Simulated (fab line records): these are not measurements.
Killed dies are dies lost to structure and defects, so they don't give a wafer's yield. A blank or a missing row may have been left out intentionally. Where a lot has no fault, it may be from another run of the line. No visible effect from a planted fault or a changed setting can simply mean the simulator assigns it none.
Chamber matching || flow n5-finfet || 4 sister chambers for N5_BEOL_M8_ETCH_66 on rie-diel-03
The step etches SOC in N2/H2, target depth 80 nm, overetch 16 nm, time 120 s. 8 wafers are shown with their chamber, then 12 later ones without.

## WAFERS PAIRED WITH THEIR CHAMBERS
{"wafer": "L077.6", "chamber": 1, "showerhead-plenum-p-Torr (Torr)": 2.62, "throttle-valve-pct (%)": 17.67}
{"wafer": "L076.3", "chamber": 1, "showerhead-plenum-p-Torr (Torr)": 2.61, "throttle-valve-pct (%)": 17.68}
{"wafer": "L081.5", "chamber": 0, "showerhead-plenum-p-Torr (Torr)": 2.48, "throttle-valve-pct (%)": 18.03}
{"wafer": "L085.4", "chamber": 3, "showerhead-plenum-p-Torr (Torr)": 2.69, "throttle-valve-pct (%)": 17.64}
{"wafer": "L085.5", "chamber": 2, "showerhead-plenum-p-Torr (Torr)": 2.70, "throttle-valve-pct (%)": 17.44}
{"wafer": "L082.1", "chamber": 2, "showerhead-plenum-p-Torr (Torr)": 2.70, "throttle-valve-pct (%)": 17.45}
{"wafer": "L082.5", "chamber": 0, "showerhead-plenum-p-Torr (Torr)": 2.48, "throttle-valve-pct (%)": 18.04}
{"wafer": "L082.6", "chamber": 3, "showerhead-plenum-p-Torr (Torr)": 2.69, "throttle-valve-pct (%)": 17.64}

## WAFERS WITHOUT THEIR CHAMBER
{"wafer": "L093.2", "showerhead-plenum-p-Torr (Torr)": 2.68, "throttle-valve-pct (%)": 17.68}
{"wafer": "L093.3", "showerhead-plenum-p-Torr (Torr)": 2.70, "throttle-valve-pct (%)": 17.48}
{"wafer": "L093.4", "showerhead-plenum-p-Torr (Torr)": 2.70, "throttle-valve-pct (%)": 17.46}
{"wafer": "L092.2", "showerhead-plenum-p-Torr (Torr)": 2.68, "throttle-valve-pct (%)": 17.67}
{"wafer": "L092.3", "showerhead-plenum-p-Torr (Torr)": 2.70, "throttle-valve-pct (%)": 17.46}
{"wafer": "L092.4", "showerhead-plenum-p-Torr (Torr)": 2.61, "throttle-valve-pct (%)": 17.32}
{"wafer": "L094.3", "showerhead-plenum-p-Torr (Torr)": 2.60, "throttle-valve-pct (%)": 17.33}
{"wafer": "L094.4", "showerhead-plenum-p-Torr (Torr)": 2.69, "throttle-valve-pct (%)": 17.48}
{"wafer": "L094.6", "showerhead-plenum-p-Torr (Torr)": 2.48, "throttle-valve-pct (%)": 17.62}
{"wafer": "L097.1", "showerhead-plenum-p-Torr (Torr)": 2.60, "throttle-valve-pct (%)": 17.34}
{"wafer": "L097.4", "showerhead-plenum-p-Torr (Torr)": 2.67, "throttle-valve-pct (%)": 17.68}
{"wafer": "L097.6", "showerhead-plenum-p-Torr (Torr)": 2.48, "throttle-valve-pct (%)": 17.63}

## CHAMBER TAKEN BY EACH
{"wafer": "L093.2", "from the rows above": 3, "in truth": 3}
{"wafer": "L093.3", "from the rows above": 2, "in truth": 2}
{"wafer": "L093.4", "from the rows above": 2, "in truth": 2}
{"wafer": "L092.2", "from the rows above": 3, "in truth": 3}
{"wafer": "L092.3", "from the rows above": 2, "in truth": 2}
{"wafer": "L092.4", "from the rows above": 2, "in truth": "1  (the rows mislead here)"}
{"wafer": "L094.3", "from the rows above": 2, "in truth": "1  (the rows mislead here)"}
{"wafer": "L094.4", "from the rows above": 2, "in truth": 2}
{"wafer": "L094.6", "from the rows above": 1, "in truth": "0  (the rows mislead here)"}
{"wafer": "L097.1", "from the rows above": 2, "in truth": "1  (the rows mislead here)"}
{"wafer": "L097.4", "from the rows above": 3, "in truth": 3}
{"wafer": "L097.6", "from the rows above": 1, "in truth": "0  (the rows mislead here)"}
Correctly placed: 7 of 12. From these rows, 0 cannot be placed. Wrongly placed: 5.
How it was worked out, from the rows above alone: a wafer's distance from a chamber is the root of the sum, over the readings, of the square of ((its reading less the chamber's mean) divided by the reading's scatter). The wafer belongs to the nearest chamber; if the next one is less than 2 further off, it can't be placed. A chamber's mean is the mean of its shown wafers. The scatter: the root of (the sum of the squares of (reading less its chamber's mean) over the shown wafers, divided by (wafers less chambers)).
